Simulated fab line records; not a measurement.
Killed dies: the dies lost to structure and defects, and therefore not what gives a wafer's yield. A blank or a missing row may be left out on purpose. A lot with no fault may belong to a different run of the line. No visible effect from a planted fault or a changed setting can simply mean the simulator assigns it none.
Chamber matching + flow n5 finfet + 4 sister chambers for N5_BEOL_M5_DESCUM_33 on rie diel-02
The step chemistry O2, time 7 s. 8 wafers are shown with their chamber, then 10 later ones without.

WAFERS, EACH WITH ITS CHAMBER
| wafer  | chamber | drypump motor current A (A) | showerhead plenum p Torr (Torr) |
|--------|---------|-----------------------------|---------------------------------|
| L085.6 | 2       | 6.3                         | 2.15                            |
| L087.1 | 3       | 5.6                         | 2.22                            |
| L087.5 | 1       | 6.4                         | 2.08                            |
| L086.1 | 1       | 6.4                         | 2.08                            |
| L086.5 | 0       | 6.3                         | 2.06                            |
| L086.6 | 3       | 5.5                         | 2.22                            |
| L089.3 | 2       | 6.4                         | 2.14                            |
| L089.4 | 0       | 6.3                         | 2.06                            |

WAFERS MISSING THEIR CHAMBER
| wafer  | drypump motor current A (A) | showerhead plenum p Torr (Torr) |
|--------|-----------------------------|---------------------------------|
| L089.6 | 6.3                         | 2.06                            |
| L091.3 | 5.5                         | 2.22                            |
| L091.5 | 6.3                         | 2.14                            |
| L091.6 | 6.4                         | 2.07                            |
| L097.4 | 6.4                         | 2.07                            |
| L097.5 | 6.4                         | 2.14                            |
| L097.6 | 6.4                         | 2.07                            |
| L092.1 | 6.3                         | 2.14                            |
| L092.3 | 6.3                         | 2.06                            |
| L092.5 | 6.4                         | 2.07                            |

THE CHAMBER EACH PASSED THROUGH
| wafer  | from the rows above     | in truth |
|--------|-------------------------|----------|
| L089.6 | 0                       | 0        |
| L091.3 | 3                       | 3        |
| L091.5 | 2                       | 2        |
| L091.6 | can't be placed: 1 or 0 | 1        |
| L097.4 | can't be placed: 1 or 0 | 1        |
| L097.5 | 2                       | 2        |
| L097.6 | can't be placed: 1 or 0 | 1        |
| L092.1 | 2                       | 2        |
| L092.3 | 0                       | 0        |
| L092.5 | can't be placed: 1 or 0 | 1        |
6 of 10 placed correctly. Unplaceable from these rows: 4, with the true chamber sitting among the candidates in 4. Number placed wrongly: 0.
How it was worked out, from the rows above alone: a wafer's distance from a chamber is the root of the sum, over the readings, of the square of ((its reading less the chamber's mean) divided by the reading's scatter). The wafer belongs to the nearest chamber; if the next one is less than 2 further off, it can't be placed. A chamber's mean is the mean of its shown wafers. How the scatter is found: for the shown wafers, subtract from each reading the mean of its chamber, square and add these, divide the total by (wafers less chambers), then take the root.
